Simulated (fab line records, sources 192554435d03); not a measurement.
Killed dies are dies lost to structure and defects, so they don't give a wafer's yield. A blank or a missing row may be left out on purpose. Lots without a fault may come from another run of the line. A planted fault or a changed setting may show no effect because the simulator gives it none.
fab line records | flow n5_finfet
record lots=4 wafers=12 last_day=17
route steps=1938 shown BEOL_M2@921 BEOL_M3@931 BEOL_M4@1111 PASSIVATION@1936
lots that met no fault: from a run of the same line without faults
start_h: hours from the record's first day to the start of the lot's first wafer shown | wait_h: hours since the lot's step before | " the same as in the row above | L1.1+2: a row that stands for several wafers | - no value, or no start given | * or withheld: withheld | < > ~ a bound
route shown NAME@n: a module of which the file shows steps, and the number in the route of the first | usual: mean/standard deviation of fault-free wafers | same: alike in all rows | chamber/n: place in a boat | sites: the reading at each site | _std_site: their standard deviation | _edge_site: outer sites' mean less inner sites' | radius_mm: how far each site lies from the wafer's centre | mask NAME#n: copy n | behind: the tool/chamber that last shaped the wafer | hold: why the lot was held/for how many hours/how that ended | device: the transistor (n, p or np) that didn't switch | end of line: the same wafers' tests at the end of the route | a step without rows: its recipe alone | killed: dies lost to structure and defects at the first sort, not the wafer's yield | map: a wafer's dies, x killed, . not, _ none there
set.NAME: the setting as run; set.NAME@STEP: as run at that earlier step | model.NAME: the simulator's own value behind a step, which no gauge read
lots at some steps of the route; a table a step, a row a wafer
services: from which hour (start_h, from the record's first day; less than 0 if before it) a tool's chamber was out of use, for how many hours, and why
## steps
# step N5_BEOL_M2_ECD_50
# recipe material=Cu target_thk_a=3000
# step N5_BEOL_M2_ANNEAL_51
# recipe temp_c=225 time_s=90 ambient=N2
# step N5_BEOL_M2_CMP_52
# recipe stop_on=SiOC t_overpolish_s=6.8 down_force_psi=1 platen_rpm=50 clearing_platen_down_force_psi=1.5 clearing_platen_rpm=50 post_cmp_clean=cu_alkaline target_thk_nm=40 clearing_platen_pad_velocity_m_s=0.99484 pad_velocity_m_s=0.99484
# step N5_BEOL_M2_PRE_CLEAN_60
# recipe gas=NH3/H2 time_s=15 temp_c=* rf_power_w=300
# step N5_BEOL_M2_CO_CAP_55
# recipe material=Co target_thk_a=20 temp_c=200 precursor=CCTBA/H2 pressure_torr=30 time_s=102.1
# step N5_BEOL_M2_PRE_CLEAN_56
# recipe gas=NH3 time_s=15 temp_c=withheld rf_power_w=300
# step N5_BEOL_M2_DEP_57
# recipe material=SiCN target_thk_a=80 temp_c=withheld precursor=3MS/NH3 pressure_torr=3 rf_w=202 time_s=14
# step N5_BEOL_M3_ILD_DEP_00
# recipe material=SiOC target_thk_a=790 temp_c=350 precursor=DEMS/O2 pressure_torr=5 rf_w=500 time_s=15.3
# step N5_BEOL_M3_PECVD_72
# recipe material=SiO2 target_thk_a=160 temp_c=400 precursor=TEOS/O2 pressure_torr=5.5 rf_w=450 teos_flow_sccm=53.8 gas=O2 flow_sccm=3000 time_s=18
# usual heater_power_w=701/99 showerhead_plenum_p_Torr=8.77/0.054 throttle_valve_pct=22.9/0.93
# columns lot.wafer tool chamber start_h wait_h heater_power_w showerhead_plenum_p_Torr throttle_valve_pct model.SiO2_of_BEOL_M3_PECVD_72.thk_nm
L257.1 pecvd-03 2 214.91 0.0 647 8.76 22.1 16
L257.4 " 0 " " 642 8.83 24.3 16.2
L257.5 " 1 " " 803 8.68 22.7 16.2
L258.1 pecvd-03 0 218.77 0.0 567 8.86 24.4 10.4
L258.2 " 2 " " 534 8.78 21.8 15.8
L258.4 " 0 " " 577 8.86 24.5 10.4
L261.2 pecvd-03 1 236.48 0.0 761 8.71 22.7 16.2
L261.4 " 2 " " 608 8.79 21.8 10.4
L261.6 " 2 " " 624 8.77 21.9 16
L268.1 pecvd-02 0 283.14 0.0 884 8.81 23.1 15.6
L268.3 " 2 " " 612 8.68 20.6 15.8
L268.5 " 0 " " 869 8.81 23.4 15.8
# step N5_BEOL_M3_HM_DEP_02
# recipe material=TiN target_thk_a=200 temp_c=25 chamber_pressure_pa=0.49996
# step N5_BEOL_M3_COAT_61
# recipe resist=SOC temp_c=250 time_s=60 spin_rpm=1500 resist_thk_nm=60
# step N5_BEOL_M3_COAT_62
# recipe resist=SiARC temp_c=220 time_s=60 spin_rpm=1500 resist_thk_nm=12
# step N5_BEOL_M3_COAT_73
# recipe resist=underlayer temp_c=205 time_s=60 spin_rpm=1500 resist_thk_nm=5
# step N5_BEOL_M3_COAT_05
# recipe resist=CAR-EUV spin_rpm=1500 resist_thk_nm=30
# step N5_BEOL_M3_EBR_07
# recipe solvent=PGMEA ebr_width_mm=1.5
# step N5_BEOL_M3_SOFTBAKE_06
# recipe temp_c=110 time_s=60 resist=CAR-EUV
# step N5_BEOL_M3_EXPOSE_08
# recipe mask_id=M3 na=0.33 source_shape=dipole sigma_inner=0.369 sigma_outer=0.767 polarization=unpolarized dose_mj=33
# step N5_BEOL_M3_PEB_09
# recipe peb_temp_c=100 peb_time_s=60 resist=CAR-EUV
# step N5_BEOL_M3_DEVELOP_10
# recipe develop_time_s=30 developer=TMAH resist=CAR-EUV rinse_liquid=surfactant_rinse dry=air_spin dev_temp_c=23
# step N5_BEOL_M3_DESCUM_16
# recipe chemistry=O2 time_s=7 source_power_w=50 bias_power_w=20 pressure_mtorr=20 rf_frequency_hz=2.712e+07 temp_c=40 resist=CAR-EUV o2_flow_sccm=225
# step N5_BEOL_M3_ETCH_74
# recipe chemistry=N2/H2 target=underlayer target_depth_a=65 mask_material=CAR-EUV time_s=5.2 ion_energy_ev=200 pressure_mtorr=30 source_w=840 bias_w=150 n2_flow_sccm=200 h2_flow_sccm=200 ends=cleared
# step N5_BEOL_M3_ETCH_63
# recipe chemistry=CF4 target=SiARC target_depth_a=156 mask_material=CAR-EUV time_s=26 ion_energy_ev=80 pressure_mtorr=40 source_w=545 bias_w=36 Ar_flow_sccm=100 cf4_flow_sccm=100 ends=cleared
# step N5_BEOL_M3_ETCH_64
# recipe chemistry=N2/H2 target=SOC target_depth_a=750 overetch_a=150 mask_material=SiARC temp_c=40 time_s=112.5 ion_energy_ev=200 pressure_mtorr=30 source_w=840 bias_w=150 n2_flow_sccm=200 h2_flow_sccm=200
# step N5_BEOL_M3_STRIP_65
# recipe chemistry=N2/H2 temp_c=40 n2_flow_sccm=200 h2_flow_sccm=200 rf_frequency_hz=6e+07
# step N5_BEOL_M3_STRIP_75
# recipe chemistry=N2/H2 temp_c=40 n2_flow_sccm=200 h2_flow_sccm=200 rf_frequency_hz=6e+07
# step N5_BEOL_M3_STRIP_66
# recipe chemistry=CF4 resist=SiARC power_w=300 bias_power_w=75 pressure_mtorr=50 cf4_flow_sccm=150 rf_frequency_hz=6e+07
# step N5_BEOL_M3_HM_OPEN_17
# recipe chemistry=Cl2/BCl3 target_depth_a=200 overetch_a=60 target=TiN mask_material=SOC ion_energy_ev=150 pressure_mtorr=10 icp_w=1000 bias_w=126 Cl2_flow_sccm=53.25 bcl3_flow_sccm=21.75 Ar_flow_sccm=25
# step N5_BEOL_M3_STRIP_19
# recipe chemistry=O2 power_w=400 temp_c=40 pressure_mtorr=30 rf_frequency_hz=6e+07 bias_power_w=0 overash_fraction=0.2 o2_flow_sccm=225
# step N5_BEOL_M3_COAT_67
# recipe resist=SOC temp_c=250 time_s=60 spin_rpm=1500 resist_thk_nm=60
# step N5_BEOL_M3_COAT_68
# recipe resist=SiARC temp_c=220 time_s=60 spin_rpm=1500 resist_thk_nm=12
# step N5_BEOL_M3_COAT_76
# recipe resist=underlayer temp_c=205 time_s=60 spin_rpm=1500 resist_thk_nm=5
# step N5_BEOL_M3_COAT_22
# recipe resist=CAR-EUV spin_rpm=1500 resist_thk_nm=30
# step N5_BEOL_M3_EBR_24
# recipe solvent=PGMEA ebr_width_mm=1.5
# step N5_BEOL_M3_SOFTBAKE_23
# recipe temp_c=110 time_s=60 resist=CAR-EUV
# step N5_BEOL_M3_HM_STRIP_39
# recipe chemistry=peroxide_tin_strip material=TiN target_depth_a=250 temp_c=50 time_s=158
# columns lot.wafer tool chamber start_h wait_h model.SiO2_of_BEOL_M3_PECVD_72.thk_nm
L257.1+4 wet_bench-01 5,1 217.52 0.0 16
L257.5 " 6 " " 16.2
L258.1 wet_bench-03 4 227.58 0.0 10.4
L258.2 " 0 " " 15.8
L258.4 " 6 " " 10.2
L261.2 wet_bench-05 1 246.69 0.0 16
L261.4 " 7 " " 10.4
L261.6 " 2 " " 15.8
L268.1+3+5 wet_bench-03 2,6,4 294.99 0.0 15.6
# step N5_BEOL_M3_CMP_52
# recipe stop_on=SiOC t_overpolish_s=6.8 down_force_psi=1 platen_rpm=50 clearing_platen_down_force_psi=1.5 clearing_platen_rpm=50 post_cmp_clean=cu_alkaline target_thk_nm=40 clearing_platen_pad_velocity_m_s=0.99484 pad_velocity_m_s=0.99484
# usual barrier_field_endpoint_s=24.5/0.93 motor_current_A=6.3/0.61
# columns lot.wafer tool chamber start_h wait_h barrier_field_endpoint_s motor_current_A
L257.4 cmp-01 0 221.36 0.1 24.4 6.2
L257.1 " 2 " " 24.2 5.3
L257.5 " 0 " " 24.5 5.9
L258.2 cmp-03 1 231.20 0.2 23.4 6.1
L258.4 " 2 " " 17.2 6.6
L258.1 " 0 " " 17.9 6.4
L261.4 cmp-04 1 250.68 0.2 18.6 4.9
L261.2 " 3 " " 24.9 7.0
L261.6 " 0 " " 25.1 6.0
L268.1 cmp-01 3 298.09 0.3 24.9 6.1
L268.3 " 1 " " 24.4 5.9
L268.5 " 0 " " 23.5 6.2
# step N5_BEOL_M4_RC_MEAS_101
# usual DIBL_N=36.0/1.9 DIBL_P=35.6/2.4 IOFF_N=0.16/0.036 IOFF_P=0.21/0.04 ION_N=673/14 ION_P=460/8.9 SS_N=71.5/0.67 SS_P=73.2/0.73 VT_N=249/3.6 VT_P=-250/3.7
# columns lot.wafer tool chamber start_h wait_h DIBL_N[mV/V] DIBL_P[mV/V] IOFF_N[nA/um] IOFF_P[nA/um] ION_N[uA/um] ION_P[uA/um] SS_N[mV/dec] SS_P[mV/dec] VT_N[mV] VT_P[mV]
L257.1 prober-01 0 231.31 0.0 37.0 35.3 0.18 0.20 693 472 72.2 73.9 249 -252
L257.4 " 0 " " 36.9 35.9 0.17 0.20 680 462 71.3 73.5 250 -252
L257.5 " 0 " " 35.8 33.9 0.14 0.17 663 448 70.5 73.6 250 -255
L258.1 prober-01 0 246.12 0.0 33.9 32.7 0.12 0.17 657 450 70.6 71.4 254 -252
L258.2 " 0 " " 36.7 36.8 0.18 0.22 688 464 71.3 72.5 247 -249
L258.4 " 0 " " 37.0 36.5 0.16 0.21 676 466 71.1 72.8 250 -251
L261.2 prober-02 0 263.46 0.2 38.3 37.8 0.20 0.26 700 477 71.8 73.7 246 -246
L261.4 " 0 " " 35.4 33.4 0.13 0.17 653 449 71.1 73.3 253 -255
L261.6 " 0 " " 34.2 32.0 0.12 0.16 663 458 71.1 72.7 254 -253
L268.1 prober-02 0 310.68 0.0 34.0 34.4 0.13 0.17 649 448 71.5 72.5 251 -253
L268.3 " 0 " " 36.0 36.3 0.16 0.20 671 458 72.0 73.4 252 -252
L268.5 " 0 " " 36.9 38.4 0.19 0.22 675 455 72.1 73.6 245 -251
# step N5_PASSIVATION_PROBE_49
# usual defect_limited_yield=91.2/1.4 killed_at_M0_to_M3=32/9.3 killed_at_M4_up=14/4.9 killed_at_contacts=15/7.5 killed_at_front_end=40/11 killed_at_other=4/3.3 killed_dies=104/17 killed_open=68/14 killed_short=33/7.9 sort_bin_5_function=5.2/0.99 sort_bin_6_memory=3.2/0.65 sort_bin_8_speed=0.03/0.19 sort_n_pass=1076/17 sort_yield_pct=91.1/1.5
# same gross_dies=1180 killed_at_back_side=0 sort_bin_4_leakage[%]=0
# columns lot.wafer tool chamber start_h wait_h defect_limited_yield[%] killed_at_M0_to_M3 killed_at_M4_up killed_at_contacts killed_at_front_end killed_at_other killed_dies killed_open killed_short sort_bin_5_function[%] sort_bin_6_memory[%] sort_bin_8_speed[%] sort_n_pass sort_yield_pct[%]
L258.1 prober-02 - 346.06 0.0 89.2 27 16 20 54 10 127 83 41 6.3 3.9 0 1053 89.2
L258.2 prober-02 - 346.11 0.1 89.0 49 12 30 33 6 130 97 32 6.0 4.6 0 1050 89.0
L258.4 prober-02 - 346.21 0.2 86.0 47 25 23 66 4 165 107 44 6.9 5.3 0 1015 86.0
L268.1 prober-02 - 414.52 0.0 92.0 30 25 4 34 1 94 64 28 5.3 2.1 0 1086 92.0
L268.3 prober-02 - 414.62 0.1 90.1 28 15 22 49 3 117 92 22 6.4 3.3 0 1063 90.1
L268.5 prober-02 - 414.72 0.2 90.2 34 13 18 49 2 116 80 31 5.9 3.6 0 1064 90.2
# killed by level:class
L258.1 MOL_CONTACT_COAG:geometric_particle:open=16 FIN_SAQP:geometric_particle:open=10 STI_FIN_REVEAL:geometric_particle:open=10 BEOL_M4:geometric_particle:open=10 GATE_CUT:geometric_particle:short=9 STI_FIN_REVEAL:geometric_particle:short=7 BEOL_M0_SAQP:geometric_particle:open=6 BEOL_M2:geometric_particle:open=5
L258.2 MOL_CONTACT_COAG:geometric_particle:open=26 STI_FIN_REVEAL:geometric_particle:open=17 BEOL_M0_SAQP:geometric_particle:open=14 BEOL_M0:geometric_particle:open=8 BEOL_M0_SAQP:geometric_particle:short=7 GATE_CUT:geometric_particle:open=5 BEOL_M2:geometric_particle:short=5 BEOL_M3:geometric_particle:open=5
L258.4 MOL_CONTACT_COAG:geometric_particle:open=17 HKMG_FIN:area_etch=14 BEOL_M3:geometric_particle:open=13 BEOL_M4:geometric_particle:open=12 STI_FIN_REVEAL:geometric_particle:open=11 BEOL_M2:geometric_particle:open=10 FIN_SAQP:geometric_particle:open=7 BEOL_M0_SAQP:geometric_particle:short=7
L268.1 BEOL_M4:geometric_particle:open=15 FIN_SAQP:geometric_particle:open=8 BEOL_M0_SAQP:geometric_particle:short=8 BEOL_M0_SAQP:geometric_particle:open=5 STI_FIN_REVEAL:geometric_particle:open=4 MOL_CONTACT_COAG:geometric_particle:open=4 BEOL_M1:geometric_particle:open=4 BEOL_M2:geometric_particle:open=4
L268.3 MOL_CONTACT_COAG:geometric_particle:open=19 STI_FIN_REVEAL:geometric_particle:open=17 BEOL_M2:geometric_particle:open=11 GATE_CUT:geometric_particle:open=7 FIN_SAQP:geometric_particle:short=6 FIN_SAQP:geometric_particle:open=6 BEOL_M5:geometric_particle:open=6 BEOL_M4:geometric_particle:open=5
L268.5 STI_FIN_REVEAL:geometric_particle:open=15 MOL_CONTACT_COAG:geometric_particle:open=13 BEOL_M2:geometric_particle:open=11 FIN_SAQP:geometric_particle:open=8 GATE_CUT:geometric_particle:short=6 MOL_CONTACT_COAG:geometric_particle:short=5 BEOL_M0_SAQP:geometric_particle:open=5 BEOL_M4:geometric_particle:open=5
## services
# columns tool chamber start_h hours kind
pecvd-03 2 194.62 2.1 scheduled_down
cmp-03 - 195.14 4.0 pm
cmp-03 - 199.14 - consumable_replace:conditioner
cmp-03 - 199.14 - consumable_replace:pad
pecvd-02 2 202.38 - clean
pecvd-02 2 202.38 - consumable_replace:showerhead
pecvd-02 2 202.38 29.0 scheduled_down
pecvd-02 2 202.38 29.0 vent_cycle
cmp-01 - 207.58 2.0 repair
cmp-01 - 226.68 4.9 pm
cmp-04 - 233.36 2.1 repair
cmp-01 - 234.43 27.3 repair
pecvd-03 0 235.17 7.8 repair
pecvd-02 - 236.17 23.9 repair
cmp-01 - 264.17 4.0 pm
cmp-01 - 268.17 - consumable_replace:conditioner
cmp-01 - 268.17 - consumable_replace:pad
cmp-04 - 271.01 1.6 repair
cmp-04 - 274.17 4.0 pm
cmp-04 - 278.17 4.3 pm
cmp-01 - 281.64 1.9 repair
cmp-04 - 285.17 5.1 repair
pecvd-02 1 288.13 5.0 repair
pecvd-03 2 292.78 6.0 repair
## key
first_sign step=N5_BEOL_M3_CMP_52 reading=barrier_field_endpoint_s direction=down sigmas=7.1 usual=24.5 struck=17.9
effect none on later readings
model_effect step=N5_BEOL_M3_PECVD_72 value=SiO2_of_BEOL_M3_PECVD_72.thk_nm without=16.2 struck=10.4
model_effect step=N5_BEOL_M3_HM_STRIP_39 value=SiO2_of_BEOL_M3_PECVD_72.thk_nm without=16 struck=10.33
met_at N5_BEOL_M3_PECVD_72
struck_wafers L258.1,L258.4,L261.4
baseline_loss step=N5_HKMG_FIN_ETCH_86 wafers=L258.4
onset_between 214.91 218.77
fault kind=process_parameter_drift tool=pecvd-03 chamber=- onset_h=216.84 steps=N5_BEOL_M3_PECVD_72 channel=time_s offset=* shape=step end_h=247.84 scope=struck_wafers_only acts_in=* stated=*
# baseline_loss: these wafers lose ten dies or more at that step, a loss of the line's own and not of a fault; the sort's usual values leave them out
